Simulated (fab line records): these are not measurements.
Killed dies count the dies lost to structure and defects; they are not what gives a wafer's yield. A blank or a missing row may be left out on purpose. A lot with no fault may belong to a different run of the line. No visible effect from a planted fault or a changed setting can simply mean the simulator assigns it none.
Chamber matching    flow nandHarc    rieDiel-08 running NHARC_A_SGD_CUT_ETCH_16: 4 sister chambers
The step etches the open film in C4F8/O2/Ar, target depth 310.5 nm, time 155.2 s. 8 wafers are shown with their chamber, then 7 later ones without.

## WAFERS PAIRED WITH THEIR CHAMBERS
wafer   chamber  rfVppV (V)  biasW (W)
L214.3  1        722         798.7
L214.4  3        722         804.5
L214.5  0        723         802.5
L219.1  0        724         803.3
L219.2  3        722         801.5
L219.3  2        717         798.2
L225.1  1        722         800.4
L225.4  2        717         800.9

## WAFERS MISSING THEIR CHAMBER
wafer   rfVppV (V)  biasW (W)
L225.5  720         796.1
L223.1  723         796.7
L223.2  722         800.7
L223.3  717         799.2
L231.1  720         800.6
L231.2  717         801.5
L231.6  718         800.0

## EACH ONE'S CHAMBER
wafer   from the rows above           in truth
L225.5  can't be placed: 1 or 3       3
L223.1  can't be placed: 1 or 0 or 3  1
L223.2  can't be placed: 1 or 3       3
L223.3  2                             2
L231.1  can't be placed: 1 or 3       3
L231.2  2                             2
L231.6  2                             2
Correct placement for 3 of the 7. Not placeable from these rows: 4 (in 4, the candidates include the true chamber). Placed wrongly: 0.
How it was worked out, from the rows above alone: a wafer's distance from a chamber is the root of the sum, over the readings, of the square of ((its reading less the chamber's mean) divided by the reading's scatter). The wafer belongs to the nearest chamber; if the next one is less than 2 further off, it can't be placed. The mean given for a chamber averages the wafers shown for that chamber. How the scatter is found: for the shown wafers, subtract from each reading the mean of its chamber, square and add these, divide the total by (wafers less chambers), then take the root.
